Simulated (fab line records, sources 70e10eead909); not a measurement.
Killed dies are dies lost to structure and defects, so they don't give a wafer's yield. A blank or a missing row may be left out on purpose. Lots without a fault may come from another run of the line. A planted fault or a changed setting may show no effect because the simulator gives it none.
Which tool did it? | flow nand_harc | 24 lots, 72 wafers sampled, at 6 steps of a route of 1302

WHAT THE GAUGES READ, wafer by wafer
The record holds no reading of a measuring or inspecting step that can be judged against a usual standard deviation.

WHICH TOOL RAN EACH LOT (tool, then ch and the chambers of the sampled wafers, then the start)
lot  | NHARC_A_STAIRCASE_TRIM_200                    | NHARC_A_STAIRCASE_ETCH_203                    | NHARC_A_STAIRCASE_DESCUM_219       | NHARC_A_STAIRCASE_ETCH_221                    | NHARC_A_STAIRCASE_ETCH_225                    | NHARC_A_STAIRCASE_TRIM_229
L077 | rie_diel-10 ch 1,3, day 16 21:21 or earlier   | rie_diel-10 ch 0,1,2, day 16 21:21 or earlier | rie_diel-13 ch 2,3, day 16 21:21   | rie_diel-13 ch 0,1,2, day 16 22:47 or earlier | rie_diel-13 ch 0,2,3, day 16 22:47 or earlier | rie_diel-10 ch 0,1,2, day 16 22:47
L075 | rie_diel-13 ch 2,3, day 16 21:50 or earlier   | rie_diel-13 ch 0,1,3, day 16 21:50 or earlier | rie_diel-10 ch 1,2, day 16 21:50   | rie_diel-10 ch 0,2, day 16 23:13 or earlier   | rie_diel-10 ch 0,3, day 16 23:13 or earlier   | rie_diel-13 ch 0,1,3, day 16 23:13
L074 | rie_diel-10 ch 1,2, day 16 22:06 or earlier   | rie_diel-10 ch 0,1,3, day 16 22:06 or earlier | rie_diel-10 ch 0,3, day 16 22:06   | rie_diel-10 ch 0,1,2, day 16 23:37 or earlier | rie_diel-10 ch 1,2, day 16 23:37 or earlier   | rie_diel-04 ch 0,1,2, day 16 23:37
L076 | rie_diel-04 ch 0,2, day 17 05:08 or earlier   | rie_diel-04 ch 1,2, day 17 05:08 or earlier   | rie_diel-04 ch 0,2,3, day 17 05:08 | rie_diel-04 ch 0,2, day 17 06:16 or earlier   | rie_diel-04 ch 1,2,3, day 17 06:16 or earlier | rie_diel-10 ch 2,3, day 17 06:16
L079 | rie_diel-04 ch 1,3, day 17 21:56 or earlier   | rie_diel-04 ch 0,1,3, day 17 21:56 or earlier | rie_diel-04 ch 0,1,3, day 17 21:56 | rie_diel-04 ch 0,3, day 17 23:33 or earlier   | rie_diel-04 ch 1,3, day 17 23:33 or earlier   | rie_diel-13 ch 0,1,3, day 17 23:33
L078 | rie_diel-13 ch 1,2,3, day 18 00:21 or earlier | rie_diel-13 ch 0,2,3, day 18 00:21 or earlier | rie_diel-13 ch 0,1,2, day 18 00:21 | rie_diel-13 ch 0,1,2, day 18 01:33 or earlier | rie_diel-13 ch 0,2,3, day 18 01:33 or earlier | rie_diel-13 ch 0,1,3, day 18 01:33
L080 | rie_diel-04 ch 0,1,3, day 18 18:16 or earlier | rie_diel-04 ch 0,2,3, day 18 18:16 or earlier | rie_diel-13 ch 1,2, day 18 18:16   | rie_diel-13 ch 0,1,3, day 18 19:54 or earlier | rie_diel-13 ch 1,3, day 18 19:54 or earlier   | rie_diel-04 ch 0,1, day 18 19:54
L081 | rie_diel-13 ch 1,2, day 18 18:30 or earlier   | rie_diel-13 ch 0,1,2, day 18 18:30 or earlier | rie_diel-04 ch 0,1, day 18 18:30   | rie_diel-04 ch 0,1, day 18 19:47 or earlier   | rie_diel-04 ch 0,1,3, day 18 19:47 or earlier | rie_diel-13 ch 0,3, day 18 19:47
L083 | rie_diel-04 ch 2,3, day 19 08:17 or earlier   | rie_diel-04 ch 0,1,2, day 19 08:17 or earlier | rie_diel-13 ch 0,2,3, day 19 08:17 | rie_diel-13 ch 0,1, day 19 09:26 or earlier   | rie_diel-13 ch 0,1,2, day 19 09:26 or earlier | rie_diel-13 ch 0,1,2, day 19 09:26
L082 | rie_diel-13 ch 1,3, day 19 08:48 or earlier   | rie_diel-13 ch 1,2,3, day 19 08:48 or earlier | rie_diel-10 ch 2,3, day 19 08:48   | rie_diel-10 ch 2,3, day 19 09:56 or earlier   | rie_diel-10 ch 0,1,2, day 19 09:56 or earlier | rie_diel-04 ch 0,1,3, day 19 09:56
L084 | rie_diel-13 ch 1,2,3, day 20 13:25 or earlier | rie_diel-13 ch 1,2, day 20 13:25 or earlier   | rie_diel-04 ch 2,3, day 20 13:25   | rie_diel-04 ch 1,3, day 20 14:31 or earlier   | rie_diel-04 ch 1,2,3, day 20 14:31 or earlier | rie_diel-10 ch 0,3, day 20 14:31
L085 | rie_diel-10 ch 0,2,3, day 20 18:57 or earlier | rie_diel-10 ch 0,1,2, day 20 18:57 or earlier | rie_diel-10 ch 0,1,3, day 20 18:57 | rie_diel-10 ch 2,3, day 20 20:05 or earlier   | rie_diel-10 ch 0,1,2, day 20 20:05 or earlier | rie_diel-10 ch 0,1,3, day 20 20:05
L086 | rie_diel-04 ch 0,3, day 20 19:43 or earlier   | rie_diel-04 ch 0,1,2, day 20 19:43 or earlier | rie_diel-04 ch 1,3, day 20 19:43   | rie_diel-04 ch 0,3, day 20 20:56 or earlier   | rie_diel-04 ch 0,1,3, day 20 20:56 or earlier | rie_diel-10 ch 1,2,3, day 20 20:56
L088 | rie_diel-13 ch 0,1,2, day 21 18:45 or earlier | rie_diel-13 ch 0,1, day 21 18:45 or earlier   | rie_diel-13 ch 1,3, day 21 18:45   | rie_diel-13 ch 0,1,2, day 21 19:53 or earlier | rie_diel-13 ch 0,1,3, day 21 19:53 or earlier | rie_diel-13 ch 1,2,3, day 21 19:53
L087 | rie_diel-10 ch 0,1,3, day 21 21:04 or earlier | rie_diel-10 ch 0,3, day 21 21:04 or earlier   | rie_diel-10 ch 0,2,3, day 21 21:04 | rie_diel-10 ch 1,2,3, day 21 22:39 or earlier | rie_diel-10 ch 2,3, day 21 22:39 or earlier   | rie_diel-13 ch 1,2, day 21 22:39
L089 | rie_diel-04 ch 0,1, day 21 23:47 or earlier   | rie_diel-04 ch 0,2, day 21 23:47 or earlier   | rie_diel-13 ch 0,1,3, day 21 23:47 | rie_diel-13 ch 1,3, day 22 00:53 or earlier   | rie_diel-13 ch 0,2,3, day 22 00:53 or earlier | rie_diel-10 ch 1,2,3, day 22 00:53
L090 | rie_diel-13 ch 2,3, day 22 18:12 or earlier   | rie_diel-13 ch 1,3, day 22 18:12 or earlier   | rie_diel-10 ch 0,2,3, day 22 18:12 | rie_diel-10 ch 2,3, day 22 19:55 or earlier   | rie_diel-10 ch 1,2,3, day 22 19:55 or earlier | rie_diel-10 ch 2,3, day 22 19:55
L091 | rie_diel-13 ch 1,2,3, day 22 19:30 or earlier | rie_diel-13 ch 0,2, day 22 19:30 or earlier   | rie_diel-04 ch 1,3, day 22 19:30   | rie_diel-04 ch 1,2,3, day 22 20:53 or earlier | rie_diel-04 ch 0,1,2, day 22 20:53 or earlier | rie_diel-10 ch 1,3, day 22 20:53
L092 | rie_diel-10 ch 0,2,3, day 23 02:55 or earlier | rie_diel-10 ch 0,1,3, day 23 02:55 or earlier | rie_diel-13 ch 0,1,2, day 23 02:55 | rie_diel-13 ch 1,3, day 23 04:11 or earlier   | rie_diel-13 ch 0,1, day 23 04:11 or earlier   | rie_diel-13 ch 1,2,3, day 23 04:11
L093 | rie_diel-10 ch 0,1,2, day 23 20:37 or earlier | rie_diel-10 ch 1,2,3, day 23 20:37 or earlier | rie_diel-04 ch 1,2,3, day 23 20:37 | rie_diel-04 ch 0,2,3, day 23 22:04 or earlier | rie_diel-04 ch 1,2,3, day 23 22:04 or earlier | rie_diel-04 ch 0,1,3, day 23 22:04
L094 | rie_diel-13 ch 0,3, day 24 06:58 or earlier   | rie_diel-13 ch 0,1,3, day 24 06:58 or earlier | rie_diel-04 ch 2,3, day 24 06:58   | rie_diel-04 ch 2,3, day 24 08:04 or earlier   | rie_diel-04 ch 1,2,3, day 24 08:04 or earlier | rie_diel-10 ch 2,3, day 24 08:04
L096 | rie_diel-13 ch 0,1,3, day 25 03:44 or earlier | rie_diel-13 ch 1,2,3, day 25 03:44 or earlier | rie_diel-04 ch 0,2,3, day 25 03:44 | rie_diel-04 ch 1,2, day 25 05:08 or earlier   | rie_diel-04 ch 0,1,2, day 25 05:08 or earlier | rie_diel-04 ch 1,2,3, day 25 05:08
L095 | rie_diel-10 ch 1,2,3, day 25 06:14 or earlier | rie_diel-10 ch 0,1,2, day 25 06:14 or earlier | rie_diel-13 ch 0,2,3, day 25 06:14 | rie_diel-13 ch 0,2,3, day 25 07:22 or earlier | rie_diel-13 ch 0,2,3, day 25 07:22 or earlier | rie_diel-04 ch 0,1,2, day 25 07:22
L097 | rie_diel-10 ch 0,1,3, day 25 11:33 or earlier | rie_diel-10 ch 0,1,2, day 25 11:33 or earlier | rie_diel-04 ch 0,1,3, day 25 11:33 | rie_diel-04 ch 0,1,2, day 25 12:40 or earlier | rie_diel-04 ch 1,2,3, day 25 12:40 or earlier | rie_diel-04 ch 1,2,3, day 25 12:40
- NHARC_A_STAIRCASE_TRIM_200: chemistry O2, time 211.2 s.
- NHARC_A_STAIRCASE_ETCH_203: etches the open film in C4F8/O2, target depth 100 nm, time 40.5 s.
- NHARC_A_STAIRCASE_DESCUM_219: chemistry O2, time 3 s.
- NHARC_A_STAIRCASE_ETCH_221: etches the open film in C4F8/O2, target depth 100 nm, time 40.5 s.
- NHARC_A_STAIRCASE_ETCH_225: etches the open film in C4F8/O2, target depth 100 nm, time 40.5 s.
- NHARC_A_STAIRCASE_TRIM_229: chemistry O2, time 211.2 s.

WHAT THE TOOLS THEMSELVES READ (means of the sampled wafers that have a number; where no wafer has one, the mark that the record gives instead)
NHARC_A_STAIRCASE_TRIM_200.
lot  | tool        | drypump_motor_current_A (A) | oes_product_au (a.u.) | rf_vpp_V (V) | showerhead_plenum_p_Torr (Torr) | throttle_valve_pct (%)
L077 | rie_diel-10 | 5.2                         | 1.006                 | 58.7         | 3.47                            | 17.046
L075 | rie_diel-13 | 6.1                         | 1.007                 | 58.4         | 3.47                            | 17.043
L074 | rie_diel-10 | 5.5                         | 1.002                 | 57.1         | 3.42                            | 17.034
L076 | rie_diel-04 | 5.4                         | 1.003                 | 57.7         | 3.69                            | 17.034
L079 | rie_diel-04 | 5.5                         | 0.989                 | 58.2         | 3.48                            | 17.035
L078 | rie_diel-13 | 5.8                         | 1.011                 | 57.8         | 3.46                            | 17.033
L080 | rie_diel-04 | 5.2                         | 0.985                 | 57.8         | 3.54                            | 17.031
L081 | rie_diel-13 | 5.5                         | 1.008                 | 57.3         | 3.45                            | 17.032
L083 | rie_diel-04 | 6.1                         | 0.986                 | 56.5         | 3.56                            | 17.027
L082 | rie_diel-13 | 6.3                         | 0.998                 | 58.6         | 3.51                            | 17.031
L084 | rie_diel-13 | 5.8                         | 1.004                 | 57.6         | 3.44                            | 17.044
L085 | rie_diel-10 | 6.0                         | 0.992                 | 57.8         | 3.58                            | 17.033
L086 | rie_diel-04 | 5.6                         | 0.978                 | 57.8         | 3.53                            | 17.050
L088 | rie_diel-13 | 5.6                         | 1.026                 | 57.1         | 3.38                            | 17.036
L087 | rie_diel-10 | 5.6                         | 0.986                 | 58.0         | 3.47                            | 17.045
L089 | rie_diel-04 | 4.8                         | 0.996                 | 56.9         | 3.53                            | 17.036
L090 | rie_diel-13 | 6.1                         | 1.001                 | 58.0         | 3.44                            | 17.043
L091 | rie_diel-13 | 5.8                         | 1.010                 | 58.4         | 3.43                            | 17.032
L092 | rie_diel-10 | 6.0                         | 0.992                 | 57.6         | 3.57                            | 17.030
L093 | rie_diel-10 | 5.9                         | 0.990                 | 57.8         | 3.59                            | 17.037
L094 | rie_diel-13 | 6.1                         | 1.005                 | 56.9         | 3.39                            | 17.042
L096 | rie_diel-13 | 6.1                         | 1.009                 | 58.1         | 3.43                            | 17.035
L095 | rie_diel-10 | 5.6                         | 0.991                 | 57.6         | 3.54                            | 17.034
L097 | rie_diel-10 | 5.6                         | 0.984                 | 57.1         | 3.45                            | 17.035

NHARC_A_STAIRCASE_ETCH_203.
lot  | tool        | oes_product_au (a.u.) | rf_vpp_V (V)
L077 | rie_diel-10 | 0.933                 | 893
L075 | rie_diel-13 | 0.949                 | 894
L074 | rie_diel-10 | 0.952                 | 894
L076 | rie_diel-04 | 0.945                 | 900
L079 | rie_diel-04 | 0.939                 | 896
L078 | rie_diel-13 | 0.948                 | 892
L080 | rie_diel-04 | 0.938                 | 899
L081 | rie_diel-13 | 0.958                 | 890
L083 | rie_diel-04 | 0.940                 | 899
L082 | rie_diel-13 | 0.952                 | 894
L084 | rie_diel-13 | 0.946                 | 893
L085 | rie_diel-10 | 0.937                 | 899
L086 | rie_diel-04 | 0.951                 | 899
L088 | rie_diel-13 | 0.962                 | 892
L087 | rie_diel-10 | 0.925                 | 895
L089 | rie_diel-04 | 0.944                 | 902
L090 | rie_diel-13 | 0.946                 | 894
L091 | rie_diel-13 | 0.958                 | 889
L092 | rie_diel-10 | 0.929                 | 894
L093 | rie_diel-10 | 0.941                 | 896
L094 | rie_diel-13 | 0.949                 | 892
L096 | rie_diel-13 | 0.946                 | 892
L095 | rie_diel-10 | 0.927                 | 898
L097 | rie_diel-10 | 0.936                 | 899

NHARC_A_STAIRCASE_DESCUM_219.
lot  | tool        | drypump_motor_current_A (A) | oes_product_au (a.u.) | rf_vpp_V (V) | showerhead_plenum_p_Torr (Torr) | throttle_valve_pct (%)
L077 | rie_diel-13 | 5.6                         | 1.003                 | 57.4         | 1.85                            | 11.314
L075 | rie_diel-10 | 5.5                         | 1.001                 | 58.3         | 1.85                            | 11.314
L074 | rie_diel-10 | 5.6                         | 0.999                 | 57.8         | 1.87                            | 11.312
L076 | rie_diel-04 | 5.7                         | 1.003                 | 59.0         | 1.97                            | 11.306
L079 | rie_diel-04 | 5.2                         | 0.995                 | 59.3         | 1.92                            | 11.310
L078 | rie_diel-13 | 5.6                         | 1.013                 | 57.4         | 1.84                            | 11.313
L080 | rie_diel-13 | 5.3                         | 1.022                 | 56.4         | 1.83                            | 11.311
L081 | rie_diel-04 | 4.8                         | 0.991                 | 58.3         | 1.95                            | 11.314
L083 | rie_diel-13 | 5.8                         | 1.004                 | 57.6         | 1.84                            | 11.304
L082 | rie_diel-10 | 5.6                         | 0.999                 | 58.8         | 1.93                            | 11.316
L084 | rie_diel-04 | 6.1                         | 0.993                 | 57.9         | 1.93                            | 11.316
L085 | rie_diel-10 | 5.6                         | 0.993                 | 57.8         | 1.88                            | 11.311
L086 | rie_diel-04 | 5.5                         | 0.991                 | 58.7         | 1.88                            | 11.304
L088 | rie_diel-13 | 6.0                         | 1.004                 | 57.6         | 1.89                            | 11.316
L087 | rie_diel-10 | 6.0                         | 0.989                 | 58.8         | 1.94                            | 11.312
L089 | rie_diel-13 | 6.1                         | 1.014                 | 56.8         | 1.87                            | 11.314
L090 | rie_diel-10 | 5.9                         | 0.990                 | 58.0         | 1.94                            | 11.314
L091 | rie_diel-04 | 5.2                         | 0.990                 | 57.1         | 1.88                            | 11.315
L092 | rie_diel-13 | 5.6                         | 1.018                 | 57.9         | 1.83                            | 11.312
L093 | rie_diel-04 | 5.7                         | 1.005                 | 57.6         | 1.92                            | 11.313
L094 | rie_diel-04 | 6.0                         | 1.001                 | 58.0         | 1.92                            | 11.316
L096 | rie_diel-04 | 5.7                         | 1.007                 | 57.6         | 1.96                            | 11.309
L095 | rie_diel-13 | 5.9                         | 1.004                 | 57.4         | 1.83                            | 11.315
L097 | rie_diel-04 | 5.2                         | 0.995                 | 57.2         | 1.91                            | 11.310

NHARC_A_STAIRCASE_ETCH_221.
lot  | tool        | oes_product_au (a.u.) | rf_vpp_V (V)
L077 | rie_diel-13 | 0.939                 | 892
L075 | rie_diel-10 | 0.939                 | 890
L074 | rie_diel-10 | 0.937                 | 892
L076 | rie_diel-04 | 0.925                 | 902
L079 | rie_diel-04 | 0.938                 | 896
L078 | rie_diel-13 | 0.940                 | 892
L080 | rie_diel-13 | 0.958                 | 893
L081 | rie_diel-04 | 0.939                 | 897
L083 | rie_diel-13 | 0.958                 | 892
L082 | rie_diel-10 | 0.940                 | 897
L084 | rie_diel-04 | 0.913                 | 894
L085 | rie_diel-10 | 0.943                 | 901
L086 | rie_diel-04 | 0.931                 | 898
L088 | rie_diel-13 | 0.973                 | 891
L087 | rie_diel-10 | 0.935                 | 897
L089 | rie_diel-13 | 0.955                 | 895
L090 | rie_diel-10 | 0.928                 | 897
L091 | rie_diel-04 | 0.928                 | 896
L092 | rie_diel-13 | 0.947                 | 894
L093 | rie_diel-04 | 0.932                 | 899
L094 | rie_diel-04 | 0.942                 | 899
L096 | rie_diel-04 | 0.944                 | 898
L095 | rie_diel-13 | 0.958                 | 891
L097 | rie_diel-04 | 0.958                 | 898

NHARC_A_STAIRCASE_ETCH_225.
lot  | tool        | oes_product_au (a.u.) | rf_vpp_V (V)
L077 | rie_diel-13 | 0.944                 | 892
L075 | rie_diel-10 | 0.942                 | 894
L074 | rie_diel-10 | 0.940                 | 890
L076 | rie_diel-04 | 0.934                 | 898
L079 | rie_diel-04 | 0.926                 | 894
L078 | rie_diel-13 | 0.939                 | 892
L080 | rie_diel-13 | 0.927                 | 896
L081 | rie_diel-04 | 0.924                 | 896
L083 | rie_diel-13 | 0.956                 | 892
L082 | rie_diel-10 | 0.935                 | 898
L084 | rie_diel-04 | 0.936                 | 897
L085 | rie_diel-10 | 0.930                 | 898
L086 | rie_diel-04 | 0.934                 | 896
L088 | rie_diel-13 | 0.959                 | 892
L087 | rie_diel-10 | 0.920                 | 896
L089 | rie_diel-13 | 0.947                 | 890
L090 | rie_diel-10 | 0.928                 | 897
L091 | rie_diel-04 | 0.935                 | 899
L092 | rie_diel-13 | 0.942                 | 891
L093 | rie_diel-04 | 0.942                 | 896
L094 | rie_diel-04 | 0.940                 | 896
L096 | rie_diel-04 | 0.948                 | 899
L095 | rie_diel-13 | 0.951                 | 891
L097 | rie_diel-04 | 0.953                 | 896

NHARC_A_STAIRCASE_TRIM_229.
lot  | tool        | drypump_motor_current_A (A) | oes_product_au (a.u.) | rf_vpp_V (V) | showerhead_plenum_p_Torr (Torr) | throttle_valve_pct (%)
L077 | rie_diel-10 | 5.9                         | 0.997                 | 58.1         | 3.44                            | 17.035
L075 | rie_diel-13 | 6.1                         | 1.015                 | 57.3         | 3.47                            | 17.036
L074 | rie_diel-04 | 5.3                         | 1.003                 | 58.2         | 3.63                            | 17.032
L076 | rie_diel-10 | 5.6                         | 1.001                 | 57.4         | 3.38                            | 17.039
L079 | rie_diel-13 | 6.1                         | 1.005                 | 58.1         | 3.47                            | 17.047
L078 | rie_diel-13 | 6.1                         | 1.012                 | 57.7         | 3.46                            | 17.037
L080 | rie_diel-04 | 4.9                         | 0.987                 | 57.5         | 3.60                            | 17.034
L081 | rie_diel-13 | 6.4                         | 0.996                 | 58.1         | 3.47                            | 17.038
L083 | rie_diel-13 | 5.6                         | 1.014                 | 57.9         | 3.40                            | 17.040
L082 | rie_diel-04 | 5.2                         | 0.988                 | 57.6         | 3.54                            | 17.037
L084 | rie_diel-10 | 6.0                         | 0.981                 | 58.7         | 3.48                            | 17.041
L085 | rie_diel-10 | 5.5                         | 0.991                 | 58.1         | 3.47                            | 17.039
L086 | rie_diel-10 | 5.6                         | 0.988                 | 57.5         | 3.56                            | 17.041
L088 | rie_diel-13 | 5.8                         | 1.014                 | 57.5         | 3.44                            | 17.039
L087 | rie_diel-13 | 5.3                         | 1.022                 | 57.1         | 3.37                            | 17.041
L089 | rie_diel-10 | 5.6                         | 1.003                 | 57.3         | 3.56                            | 17.033
L090 | rie_diel-10 | 6.0                         | 0.995                 | 57.9         | 3.66                            | 17.035
L091 | rie_diel-10 | 5.2                         | 0.987                 | 57.4         | 3.42                            | 17.033
L092 | rie_diel-13 | 5.8                         | 1.016                 | 57.2         | 3.43                            | 17.032
L093 | rie_diel-04 | 5.2                         | 1.007                 | 57.3         | 3.52                            | 17.038
L094 | rie_diel-10 | 5.6                         | 0.996                 | 57.3         | 3.52                            | 17.044
L096 | rie_diel-04 | 5.7                         | 1.006                 | 57.7         | 3.54                            | 17.039
L095 | rie_diel-04 | 5.3                         | 1.006                 | 58.0         | 3.60                            | 17.037
L097 | rie_diel-04 | 5.7                         | 1.003                 | 58.0         | 3.53                            | 17.035

THE ANSWER, worked out from the rows above alone
Rule: what is usual is taken from the lots themselves. Put in order of their means at a reading, lots are off if they are a third of the lots or fewer, leave a main group of 4 or more, and stand apart from it by a gap of 3 or more times the standard deviation of the main group's means; of several such gaps the widest counts. A main group whose means are all the same, to the digits that the tables above print for the reading, isn't used. A lot without any number at a reading at which 4 lots or more have one is off too. The other lots that the step has rows for count as sound. The gauges are gone through in route order, then the tools' own readings, and for those a lot's mean is taken as printed above. The first step at which some lot is off is used, and at that step the reading that is off furthest; a lot without a number counts as furthest.
No lot is off at any reading shown: from this, nothing can be told.

WHAT THE SIMULATOR HAD PUT IN
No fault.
